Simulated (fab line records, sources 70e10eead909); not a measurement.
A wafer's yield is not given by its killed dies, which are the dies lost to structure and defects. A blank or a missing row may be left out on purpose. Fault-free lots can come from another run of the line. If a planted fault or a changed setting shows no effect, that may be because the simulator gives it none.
2 desks looking at one fault / flow nandHarc / each desk has only its own numbers; what lay behind them comes last

== TOOL OWNER'S DESK, rieMetal-03 ==
The tool's own readings at NHARC_THIN_TSV_ETCH_36 (etches the open film in Cl2/BCl3, target depth 65 nm, time 18.571 s): means of the sampled wafers that have a number, for each lot that ran on this tool. Marked OUT: a lot whose mean sits more than 4 standard deviations from the usual mean, which makes it out of limits; the brackets give that distance.
Columns: A = drypumpMotorCurrentA at NHARC_THIN_TSV_ETCH_36, usual 5.8 A; B = oesProductAu at NHARC_THIN_TSV_ETCH_36, usual 1.000 a.u.
lot=L353; first seen here=day 19 17:46; A=5.5; B=0.985
lot=L359; first seen here=day 21 06:47; A=5.6; B=0.949 (-4.6) OUT
lot=L361; first seen here=day 21 09:16; A=5.6; B=0.930 (-6.3) OUT
This desk's verdict: out of limits on L359, L361, starting with L359 at day 21 06:47 (oesProductAu at NHARC_THIN_TSV_ETCH_36). In limits: L353.

== FROM THE METROLOGY DESK ==
What the gauges read for every lot (on any tool): the sampled wafers with a number, averaged. Marked OUT: a lot whose mean sits more than 4 standard deviations from the usual mean, which makes it out of limits; the brackets give that distance.
Columns: A = cdNm at NHARC_THIN_TSV_CD_MEAS_37, usual 5001 nm
lot=L349; first seen here=day 18 07:25; A=5005
lot=L350; first seen here=day 19 07:53; A=5002
lot=L351; first seen here=day 19 09:16; A=5001
lot=L352; first seen here=day 19 16:29; A=5002
lot=L353; first seen here=day 19 18:39; A=5000
lot=L357; first seen here=day 20 12:05; A=5001
lot=L359; first seen here=day 21 07:41; A=5001
lot=L361; first seen here=day 21 10:10; A=5003
lot=L358; first seen here=day 21 11:47; A=5000
lot=L365; first seen here=day 23 07:43; A=5001
lot=L367; first seen here=day 23 09:16; A=5002
lot=L370; first seen here=day 24 11:22; A=5001
lot=L372; first seen here=day 25 00:44; A=5001
Finding of this desk: none of the 13 lots has anything out of limits.

== PUT TOGETHER ==
An alarm could have come from the tool owner's desk at day 21 06:47, on L359, L361.
Metrology desk: nothing out of limits seen.
The metrology desk has L359, L361 on record, within its limits.
The lots listed all ran NHARC_THIN_TSV_ETCH_36 on rieMetal-03.

== WHAT THE SIMULATOR PUT IN ==
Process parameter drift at NHARC_THIN_TSV_ETCH_36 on rieMetal-03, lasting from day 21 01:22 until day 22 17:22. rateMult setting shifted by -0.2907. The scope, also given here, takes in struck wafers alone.
Struck lots among those shown: L359, L361.
How many hours passed from the start of the fault until each desk's first out-of-limits reading: the tool owner's desk, 5.
